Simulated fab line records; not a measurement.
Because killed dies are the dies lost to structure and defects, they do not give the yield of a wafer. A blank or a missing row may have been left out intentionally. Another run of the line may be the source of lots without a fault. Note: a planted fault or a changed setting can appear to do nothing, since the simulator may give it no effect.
Which tool did it?	flow n5 finfet	Sampling: 24 lots, 72 wafers, 6 of 1938 route steps

== WHAT THE GAUGES SHOWED, per wafer ==
The record lacks any reading of a measuring or inspecting step that a usual standard deviation could be used to judge.

== TOOL THAT RAN EACH LOT (tool first, then ch and the chambers of the sampled wafers, then the start) ==
lot	N5_BEOL_M4_DEGAS_44	N5_BEOL_M4_SPUTTER_86	N5_BEOL_M4_CMP_52	N5_BEOL_M5_STRIP_91	N5_BEOL_M5_ALD_86	N5_BEOL_M5_ANNEAL_51
L074	pvd sputter-02, day 7 09:23	pvd sputter-02, day 7 10:37	cmp-01 ch 0,1,3, day 7 12:13	rie diel-01 ch 0,1,2, day 7 19:22 or earlier	ald metal-01 ch 1,2,3, day 7 19:22	rtp anneal-02 ch 0, day 8 00:29
L075	pvd sputter-03, day 7 12:11	pvd sputter-01, day 7 13:27	cmp-03 ch 0,2,3, day 7 15:09	rie diel-01 ch 0,1,3, day 7 23:24 or earlier	ald metal-01 ch 0,3, day 7 23:24	rtp anneal-02 ch 0, day 8 04:40
L076	pvd sputter-01, day 7 15:37	pvd sputter-01, day 7 16:54	cmp-04 ch 2,3, day 7 18:32	rie diel-03 ch 1,2, day 8 01:14 or earlier	ald metal-01 ch 1,2, day 8 01:14	rtp anneal-01 ch 0, day 8 08:51
L077	pvd sputter-01, day 8 08:13	pvd sputter-01, day 8 09:31	cmp-04 ch 2,3, day 8 11:19	rie diel-05 ch 1,2, day 8 16:05 or earlier	ald metal-02 ch 0,1,2, day 8 16:05	rtp anneal-02 ch 0, day 8 21:17
L078	pvd sputter-01, day 8 13:19	pvd sputter-03, day 8 14:37	cmp-04 ch 0,3, day 8 16:25	rie diel-05 ch 0,1,3, day 8 22:32 or earlier	ald metal-03 ch 1,3, day 8 22:32	rtp anneal-01 ch 0, day 9 03:56
L079	pvd sputter-01, day 8 16:03	pvd sputter-02, day 8 17:25	cmp-04 ch 0,3, day 8 19:32	rie diel-05 ch 0,1,2, day 9 03:10 or earlier	ald metal-03 ch 1,2, day 9 03:10	rtp anneal-02 ch 0, day 9 08:22
L080	pvd sputter-03, day 8 21:13	pvd sputter-01, day 8 22:37	cmp-04 ch 0,2,3, day 9 00:17	rie diel-05 ch 0,2,3, day 9 08:32 or earlier	ald metal-01 ch 0,3, day 9 08:32	rtp anneal-01 ch 0, day 9 14:20
L081	pvd sputter-03, day 9 08:38	pvd sputter-02, day 9 10:29	cmp-03 ch 0,1,3, day 9 12:10	rie diel-05 ch 0,2,3, day 9 16:54 or earlier	ald metal-01 ch 0,1,3, day 9 16:54	rtp anneal-02 ch 0, day 9 21:57
L083	pvd sputter-01, day 9 08:38	pvd sputter-03, day 9 11:57	cmp-03 ch 0,2,3, day 9 13:38	rie diel-01 ch 0,3, day 9 20:56 or earlier	ald metal-03 ch 0,3, day 9 20:56	rtp anneal-02 ch 0, day 10 02:46
L082	pvd sputter-03, day 9 13:39	pvd sputter-03, day 9 14:53	cmp-04 ch 0,1,3, day 9 16:59	rie diel-05 ch 0,1,3, day 9 23:49 or earlier	ald metal-01 ch 0,1,3, day 9 23:49	rtp anneal-01 ch 0, day 10 06:20
L084	pvd sputter-03, day 9 14:03	pvd sputter-02, day 9 15:31	cmp-01 ch 1,2,3, day 9 18:20	rie diel-05 ch 0,2,3, day 10 02:43 or earlier	ald metal-03 ch 0,1,2, day 10 02:43	rtp anneal-01 ch 0, day 10 08:22
L085	pvd sputter-03, day 10 02:31	pvd sputter-01, day 10 04:03	cmp-03 ch 0,1,2, day 10 05:39	rie diel-05 ch 0,1,3, day 10 11:44 or earlier	ald metal-01 ch 0,1,3, day 10 11:44	rtp anneal-01 ch 0, day 10 16:59
L086	pvd sputter-01, day 10 09:32	pvd sputter-01, day 10 11:04	cmp-03 ch 1,2,3, day 10 12:40	rie diel-01 ch 0,3, day 10 22:05 or earlier	ald metal-01 ch 0,1,3, day 10 22:05	rtp anneal-02 ch 0, day 11 03:30
L087	pvd sputter-01, day 10 16:46	pvd sputter-03, day 10 18:07	cmp-03 ch 0,1,2, day 10 19:44	rie diel-01 ch 0,3, day 11 04:31 or earlier	ald metal-01 ch 0,3, day 11 04:31	rtp anneal-02 ch 0, day 11 09:35
L090	pvd sputter-01, day 11 01:46	pvd sputter-03, day 11 03:14	cmp-03 ch 0,1, day 11 04:50	rie diel-05 ch 0,1, day 11 12:34 or earlier	ald metal-02 ch 0,2, day 11 12:34	rtp anneal-01 ch 0, day 11 17:34
L088	pvd sputter-01, day 11 01:51	pvd sputter-01, day 11 03:27	cmp-03 ch 1,2,3, day 11 05:08	rie diel-01 ch 1,2,3, day 11 12:53 or earlier	ald metal-03 ch 0,1,2, day 11 12:53	rtp anneal-02 ch 0, day 11 17:54
L091	pvd sputter-02, day 11 10:19	pvd sputter-02, day 11 11:36	cmp-04 ch 0,2,3, day 11 13:13	rie diel-01 ch 0,1,3, day 11 20:38 or earlier	ald metal-02 ch 1,2,3, day 11 20:38	rtp anneal-01 ch 0, day 12 01:40
L089	pvd sputter-03, day 11 12:56	pvd sputter-03, day 11 14:22	cmp-04 ch 0,1, day 11 16:05	rie diel-03 ch 0,1, day 11 22:49 or earlier	ald metal-03 ch 1,2, day 11 22:49	rtp anneal-01 ch 0, day 12 04:28
L092	pvd sputter-01, day 11 18:05	pvd sputter-02, day 11 19:28	cmp-01 ch 0,2,3, day 11 21:08	rie diel-03 ch 0,1,3, day 12 03:10 or earlier	ald metal-01 ch 1,3, day 12 03:10	rtp anneal-01 ch 0, day 12 08:14
L093	pvd sputter-03, day 12 00:42	pvd sputter-03, day 12 02:23	cmp-03 ch 0,1,3, day 12 04:25	rie diel-03 ch 0,2,3, day 12 10:17 or earlier	ald metal-01 ch 0,3, day 12 10:17	rtp anneal-02 ch 0, day 12 16:26
L094	pvd sputter-02, day 12 04:01	pvd sputter-02, day 12 07:00	cmp-04 ch 2,3, day 12 08:43	rie diel-01 ch 1,2,3, day 12 14:46 or earlier	ald metal-01 ch 0,3, day 12 14:46	rtp anneal-01 ch 0, day 12 20:02
L095	pvd sputter-02, day 12 12:43	pvd sputter-02, day 12 14:14	cmp-04 ch 0,1,2, day 12 16:22	rie diel-05 ch 0,1,3, day 12 23:38 or earlier	ald metal-02 ch 0,2,3, day 12 23:38	rtp anneal-01 ch 0, day 13 04:43
L096	pvd sputter-02, day 13 03:50	pvd sputter-02, day 13 05:07	cmp-04 ch 0,2,3, day 13 06:42	rie diel-01 ch 1,2,3, day 13 12:43 or earlier	ald metal-02 ch 0,1,3, day 13 12:43	rtp anneal-02 ch 0, day 13 17:57
L097	pvd sputter-01, day 13 06:21	pvd sputter-02, day 13 07:39	cmp-01 ch 1,3, day 13 09:17	rie diel-03 ch 0,1,3, day 14 02:57 or earlier	ald metal-01 ch 0,1,2, day 14 02:57	rtp anneal-02 ch 0, day 14 08:03
- N5_BEOL_M4_DEGAS_44: time 60 s.
- N5_BEOL_M4_SPUTTER_86: material Cu, target thk 4.5 nm, time 8.29 s.
- N5_BEOL_M4_CMP_52: polishes, stops on SiOC, t overpolish 6.8 s, target thk 40 nm.
- N5_BEOL_M5_STRIP_91: strips in N2/H2, time 10 s.
- N5_BEOL_M5_ALD_86: deposits TaN, pulse time 2 s, purge time 3 s, co reactant purge time 2 s.
- N5_BEOL_M5_ANNEAL_51: time 90 s.

== AS READ BY THE TOOLS THEMSELVES (means over the sampled wafers that have a number; for cases with no such wafer, the mark the record gives instead) ==
N5_BEOL_M4_DEGAS_44. Usual: heater power w reads 333 W (standard deviation 25).
lot	tool	heater power w (W)	flag
L074	pvd sputter-02	328	
L075	pvd sputter-03	340	
L076	pvd sputter-01	341	
L077	pvd sputter-01	324	
L078	pvd sputter-01	335	
L079	pvd sputter-01	340	
L080	pvd sputter-03	357	
L081	pvd sputter-03	342	
L083	pvd sputter-01	309	
L082	pvd sputter-03	340	
L084	pvd sputter-03	326	
L085	pvd sputter-03	326	
L086	pvd sputter-01	324	
L087	pvd sputter-01	329	
L090	pvd sputter-01	314	
L088	pvd sputter-01	321	
L091	pvd sputter-02	322	
L089	pvd sputter-03	342	
L092	pvd sputter-01	323	
L093	pvd sputter-03	360	
L094	pvd sputter-02	319	
L095	pvd sputter-02	319	
L096	pvd sputter-02	309	
L097	pvd sputter-01	299	

N5_BEOL_M4_SPUTTER_86. Usual: chamber pressure pa 0.06999 Pa, standard deviation 0.00014; throttle valve pct 29.5 %, standard deviation 1.2.
lot	tool	chamber pressure pa (Pa)	throttle valve pct (%)	flag
L074	pvd sputter-02	0.06996	28.7	
L075	pvd sputter-01	0.07003	28.5	
L076	pvd sputter-01	0.06988	29.2	
L077	pvd sputter-01	0.06995	30.1	
L078	pvd sputter-03	0.06996	31.2	
L079	pvd sputter-02	0.06980	29.3	
L080	pvd sputter-01	0.06996	28.7	
L081	pvd sputter-02	0.07004	29.5	
L083	pvd sputter-03	0.07000	30.2	
L082	pvd sputter-03	0.07003	30.1	
L084	pvd sputter-02	0.07000	29.7	
L085	pvd sputter-01	0.07016	28.5	
L086	pvd sputter-01	0.06991	29.2	
L087	pvd sputter-03	0.07005	31.3	
L090	pvd sputter-03	0.06995	31.3	
L088	pvd sputter-01	0.06993	29.1	
L091	pvd sputter-02	0.06996	29.4	
L089	pvd sputter-03	0.06984	29.2	
L092	pvd sputter-02	0.07005	28.6	
L093	pvd sputter-03	0.07000	29.4	
L094	pvd sputter-02	0.06992	29.4	
L095	pvd sputter-02	0.07021	28.6	
L096	pvd sputter-02	0.06986	29.3	
L097	pvd sputter-02	0.07000	29.5	

N5_BEOL_M4_CMP_52. Usual: barrier field endpoint s 24.4 s, standard deviation 0.66; edge zone pressure frac 1.000, standard deviation 0.0052; motor current A 6.0 A, standard deviation 0.61; overpolish run s 6.800 s, standard deviation 0.0089; retaining ring pressure frac 1.000, standard deviation 0.0049; time to endpoint s 61 s, standard deviation 3.
lot	tool	barrier field endpoint s (s)	edge zone pressure frac	motor current A (A)	overpolish run s (s)	retaining ring pressure frac	time to endpoint s (s)	flag
L074	cmp-01	25.4	1.003	5.7	6.801	1.001	65	
L075	cmp-03	24.1	1.000	5.9	6.793	0.997	61	
L076	cmp-04	24.3	1.002	6.7	6.804	1.005	63	
L077	cmp-04	24.5	1.006	6.3	6.795	1.000	62	
L078	cmp-04	25.3	1.000	6.3	6.798	0.999	63	
L079	cmp-04	24.3	1.001	6.5	6.802	1.002	60	
L080	cmp-04	24.6	1.001	6.3	6.799	1.003	62	
L081	cmp-03	25.3	0.999	5.5	6.789	0.998	58	
L083	cmp-03	24.5	1.001	5.7	6.794	0.997	60	
L082	cmp-04	24.4	1.002	6.4	6.803	0.998	60	
L084	cmp-01	24.7	0.998	6.2	6.800	1.001	64	
L085	cmp-03	24.1	1.003	5.5	6.793	0.997	60	
L086	cmp-03	24.5	0.996	5.7	6.801	0.998	61	
L087	cmp-03	24.5	1.002	5.6	6.803	1.007	61	
L090	cmp-03	23.5	1.001	5.2	6.790	1.003	59	
L088	cmp-03	24.3	1.008	5.9	6.796	1.000	65	
L091	cmp-04	23.7	0.999	6.3	6.809	0.999	61	
L089	cmp-04	24.4	1.000	6.1	6.797	0.996	58	
L092	cmp-01	24.0	0.996	6.2	6.801	0.998	62	
L093	cmp-03	24.7	1.006	5.3	6.799	1.001	64	
L094	cmp-04	24.1	0.995	6.0	6.802	1.001	61	
L095	cmp-04	23.9	1.001	6.1	6.806	0.999	59	
L096	cmp-04	24.6	0.997	6.1	6.803	0.998	62	
L097	cmp-01	24.2	1.003	5.9	6.798	1.001	61	

N5_BEOL_M5_STRIP_91. Usual: drypump motor current A 5.7 A, standard deviation 0.53; oes product au 0.79 a.u., standard deviation 0.081; rf vpp V 59.2 V, standard deviation 0.87; showerhead plenum p Torr 2.53 Torr, standard deviation 0.11; throttle valve pct 23.6 %, standard deviation 0.37.
lot	tool	drypump motor current A (A)	oes product au (a.u.)	rf vpp V (V)	showerhead plenum p Torr (Torr)	throttle valve pct (%)	flag
L074	rie diel-01	5.2	0.80	58.7	2.56	24.0	
L075	rie diel-01	5.4	0.81	59.2	2.53	23.8	
L076	rie diel-03	5.4	0.81	59.0	2.45	23.3	
L077	rie diel-05	6.3	0.82	59.6	2.69	23.4	
L078	rie diel-05	5.8	0.76	60.0	2.55	23.3	
L079	rie diel-05	6.1	0.80	60.0	2.57	23.4	
L080	rie diel-05	6.0	0.75	58.5	2.54	23.3	
L081	rie diel-05	6.1	0.75	59.8	2.54	23.3	
L083	rie diel-01	5.2	0.74	58.6	2.48	23.9	
L082	rie diel-05	5.8	0.75	59.3	2.54	23.4	
L084	rie diel-05	6.0	0.75	58.3	2.53	23.3	
L085	rie diel-05	5.8	0.75	58.7	2.54	23.4	
L086	rie diel-01	5.2	0.73	58.9	2.47	23.9	
L087	rie diel-01	5.1	0.78	59.0	2.53	24.0	
L090	rie diel-05	5.9	0.79	58.5	2.57	23.5	
L088	rie diel-01	5.4	0.83	59.1	2.50	23.8	
L091	rie diel-01	5.3	0.78	59.5	2.52	23.8	
L089	rie diel-03	6.0	0.81	59.4	2.50	24.0	
L092	rie diel-03	5.8	0.86	59.1	2.54	23.8	
L093	rie diel-03	5.5	0.81	59.8	2.51	23.5	
L094	rie diel-01	5.4	0.82	59.6	2.49	23.8	
L095	rie diel-05	5.8	0.73	60.0	2.53	23.4	
L096	rie diel-01	5.4	0.81	58.4	2.49	23.8	
L097	rie diel-03	5.8	0.82	60.0	2.54	23.8	

N5_BEOL_M5_ALD_86. Usual: heater power outer w 230 W, standard deviation 17; heater power w 430 W, standard deviation 28; precursor vessel carrier sccm 999 sccm, standard deviation 3.3; precursor vessel pressure torr 26.24 Torr, standard deviation 0.045.
lot	tool	heater power outer w (W)	heater power w (W)	precursor vessel carrier sccm (sccm)	precursor vessel pressure torr (Torr)	flag
L074	ald metal-01	242	454	1001	26.27	
L075	ald metal-01	230	429	999	26.24	
L076	ald metal-01	245	463	996	26.25	
L077	ald metal-02	206	387	999	26.27	
L078	ald metal-03	236	431	1000	26.24	
L079	ald metal-03	221	420	999	26.23	
L080	ald metal-01	225	436	1001	26.21	
L081	ald metal-01	238	446	999	26.29	
L083	ald metal-03	222	416	1001	26.26	
L082	ald metal-01	236	449	995	26.24	
L084	ald metal-03	230	431	1001	26.27	
L085	ald metal-01	241	449	1000	26.25	
L086	ald metal-01	235	443	1000	26.22	
L087	ald metal-01	232	434	1001	26.23	
L090	ald metal-02	206	387	999	26.25	
L088	ald metal-03	226	426	1000	26.22	
L091	ald metal-02	217	400	1000	26.25	
L089	ald metal-03	220	422	1001	26.28	
L092	ald metal-01	247	464	1002	26.23	
L093	ald metal-01	226	434	1000	26.26	
L094	ald metal-01	229	439	998	26.24	
L095	ald metal-02	207	385	998	26.25	
L096	ald metal-02	216	395	1000	26.30	
L097	ald metal-01	245	445	1000	26.28	

N5_BEOL_M5_ANNEAL_51. Usual: anneal temp c max 226.60, standard deviation 0.27; wafer_temp_C_max 226.18, standard deviation 0.28.
lot	tool	anneal temp c max	wafer_temp_C_max	flag
L074	rtp anneal-02	226.53	226.14	
L075	rtp anneal-02	226.40	225.96	
L076	rtp anneal-01	226.67	226.07	
L077	rtp anneal-02	226.43	225.92	
L078	rtp anneal-01	226.75	226.58	
L079	rtp anneal-02	226.28	226.12	
L080	rtp anneal-01	226.70	226.40	
L081	rtp anneal-02	227.14	226.05	
L083	rtp anneal-02	226.64	226.17	
L082	rtp anneal-01	226.71	226.00	
L084	rtp anneal-01	226.71	226.01	
L085	rtp anneal-01	226.23	226.32	
L086	rtp anneal-02	226.45	226.21	
L087	rtp anneal-02	226.55	226.42	
L090	rtp anneal-01	226.41	226.33	
L088	rtp anneal-02	226.74	226.01	
L091	rtp anneal-01	226.45	226.10	
L089	rtp anneal-01	226.76	226.54	
L092	rtp anneal-01	226.63	226.29	
L093	rtp anneal-02	226.47	226.02	
L094	rtp anneal-01	226.71	226.35	
L095	rtp anneal-01	226.62	226.28	
L096	rtp anneal-02	226.62	225.83	
L097	rtp anneal-02	226.61	226.05	

== THE ANSWER, worked out from the rows above alone ==
Rule: lot off if the mean of its wafers having a number is beyond 3 standard deviations from the usual mean. A lot without any number at a reading at which 4 lots or more have one is off too. Any other lot the step has rows for is counted as sound. The gauges are gone through in route order, then the tools' own readings, and for those a lot's mean is taken as printed above. At the first step where some lot is off, the reading lying furthest off is the one used; lots without a number count as furthest.
None of the lots is off at any reading shown; this tells nothing.

== WHAT THE SIMULATOR HAD INSERTED ==
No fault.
